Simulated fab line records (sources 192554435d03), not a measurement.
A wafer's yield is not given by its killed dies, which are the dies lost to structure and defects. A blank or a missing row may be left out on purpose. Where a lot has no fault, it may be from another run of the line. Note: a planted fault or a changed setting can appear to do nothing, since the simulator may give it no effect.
Struck lot and sound lot, side by side    flow n5 finfet    37 steps out of a route of 1938
Sound: these wafers, L275.1, L275.3, L275.5. Struck: wafer L285.4. (L285.3, L285.5 of the same lot were not struck and are left out.) The cause comes at the end.
Per side, at each step with rows, come the tool, then ch with its chambers, and then its first start. Under that, the readings that differ: sound wafers    struck wafers    difference of the means    sigmas: that difference in standard deviations of wafers without a fault.
alike: readings with means less than 2 such deviations apart, plus words and numbers identical on both sides. not compared: withheld readings, readings lacking a value on some wafer, bounds such as >300 that could conceal the same value, and numbers that have no deviation in the record and whose values overlap.
Wherever a step has rows on one side only, a row that says differs or no value, or a row with sigmas, the two part there. Numbers that don't overlap but have no deviation are shown without sigmas and don't part them. A reading missing from all wafers of one side parts the sides only when that side holds two or more wafers.

first, 8 steps without rows for these wafers: N5_MOL_CONTACT_COAG_PRECLEAN_138 (cleans in alkaline clean, time 60 s); N5_MOL_CONTACT_COAG_SRD_139 (time 30 s); N5_MOL_CONTACT_COAG_PRE_CLEAN_121; N5_MOL_CONTACT_COAG_CVD_140 (deposits W, target thk 66.5 nm, time 215 s); N5_MOL_CONTACT_COAG_PRECLEAN_127 (cleans in DIW, time 57.5 s); N5_MOL_CONTACT_COAG_SRD_128 (dry time 32 s); N5_MOL_CONTACT_COAG_CMP_52 (polishes, stops on SiO2, t overpolish 1.5 s, target thk 66.5 nm); N5_MOL_CONTACT_COAG_ANNEAL_112 (time 1800 s).
N5_BEOL_M0_SAQP_PECVD_00: deposits SiCN from 3MS/NH3, target thk 8 nm, time 14 s.
  sound on pecvd-01 ch 0,2, day 5 20:53; struck on pecvd-01 ch 1, day 8 05:03
reading                                          sound        struck  difference  sigmas
model.SiCN_of_BEOL_M0_SAQP_PECVD_00.thk nm (nm)  7.8 7.8 7.8  6       -2          
  alike: showerhead plenum p Torr, throttle valve pct
then, 25 steps without rows for these wafers: N5_BEOL_M0_SAQP_ILD_DEP_01 (deposits SiOC from DEMS/O2, target thk 45.419 nm, time 8.7 s); N5_BEOL_M0_SAQP_HM_DEP_02 (deposits TiN, target thk 12 nm); N5_BEOL_M0_SAQP_PECVD_03 (deposits SiCN from 3MS/NH3, target thk 12 nm, time 21.1 s); N5_BEOL_M0_SAQP_PECVD_96 (deposits a-Si from SiH4/He, target thk 45 nm, time 45.2 s); N5_BEOL_M0_SAQP_PECVD_97 (deposits SiNx from SiH4/NH3/N2, target thk 23 nm, time 19.9 s); N5_BEOL_M0_SAQP_PECVD_04 (deposits a-Si from SiH4/He, target thk 60 nm, time 60.2 s); N5_BEOL_M0_SAQP_HM_DEP_111 (deposits SiO2 from SiH4/N2O, target thk 12 nm, time 7.2 s); N5_BEOL_M0_SAQP_COAT_81 (time 60 s, resist thk 100 nm); N5_BEOL_M0_SAQP_COAT_82 (time 60 s, resist thk 30 nm); N5_BEOL_M0_SAQP_COAT_08 (resist thk 90 nm); N5_BEOL_M0_SAQP_EBR_10; N5_BEOL_M0_SAQP_SOFTBAKE_09 (time 60 s); N5_BEOL_M0_SAQP_EXPOSE_11 (exposes mask M0 CORE, target cd 42 nm); N5_BEOL_M0_SAQP_PEB_12 (peb time 60 s); N5_BEOL_M0_SAQP_DEVELOP_13 (develop time 30 s); N5_BEOL_M0_SAQP_DESCUM_19 (chemistry O2, time 7.9 s); N5_BEOL_M0_SAQP_ETCH_83 (etches SiARC in CF4, target depth 39 nm, time 65 s); N5_BEOL_M0_SAQP_ETCH_84 (etches SOC in N2/H2, target depth 100 nm, overetch 20 nm, time 150 s); N5_BEOL_M0_SAQP_STRIP_80 (strips in N2/H2); N5_BEOL_M0_SAQP_HM_OPEN_112 (chemistry CHF3/O2, target SiO2, stops on a-Si, target depth 12 nm, time 13.5 s); N5_BEOL_M0_SAQP_STRIP_113 (strips in CHF3/O2); N5_BEOL_M0_SAQP_MANDREL_ETCH_20 (etches a-Si in HBr/Cl2, stops on SiNx, target depth 60 nm, bt time 10 s, time 30 s); N5_BEOL_M0_SAQP_STRIP_86 (strips in N2/H2); N5_BEOL_M0_SAQP_STRIP_115 (strips in post etch residue remover, time 60 s); N5_BEOL_M0_SAQP_SRD_93 (time 30 s).
N5_BEOL_M0_ETCH_109: etches SiCN in CH3F/O2, target depth 8 nm, overetch 2.4 nm, time 27.4 s.
  sound on rie diel-03 ch 1,3, day 6 05:46; struck on rie diel-02 ch 0, day 8 13:36
reading                   sound              struck  difference  sigmas
oes product au (a.u.)     0.65 0.77 0.78     0.54    -0.19       -4
throttle valve pct (%)    15.99 16.04 16.05  16.51   +0.48       +2
model.etch.depth nm (nm)  7.786 7.765 7.859  6.043   -1.760      
  alike: drypump motor current A, rf vpp V, showerhead plenum p Torr
  not compared: rf hours counter h
-- the record jumps here: 2 days lie between the struck wafers' starts before and after (it left off in module BEOL_M0 and takes up again in module BEOL_M4, whose first step shown is number 1111 of the route) --
N5_BEOL_M4_RC_MEAS_101:
  sound on prober-02 ch 0, day 8 17:15; struck on prober-01 ch 0, day 10 22:16
reading        sound              struck  difference  sigmas
SS_N (mV/dec)  72.3 71.7 72.1     70.5    -1.5        -3
SS_P (mV/dec)  74.5 73.7 73.3     72.0    -1.8        -3
VT_N (mV)      246.6 251.3 254.7  256.8   +5.9        +2
  alike: DIBL_N, DIBL_P, IOFF_N, IOFF_P, ION_N, ION_P, VT_P
N5_PASSIVATION_PROBE_49:
  the record has rows for the sound wafers here (prober-01, day 12 16:25) and none for the struck ones

## WHERE THEY PART
First at N5_BEOL_M0_ETCH_109; last, within this record, at N5_PASSIVATION_PROBE_49.

WHY: what the simulator had put in
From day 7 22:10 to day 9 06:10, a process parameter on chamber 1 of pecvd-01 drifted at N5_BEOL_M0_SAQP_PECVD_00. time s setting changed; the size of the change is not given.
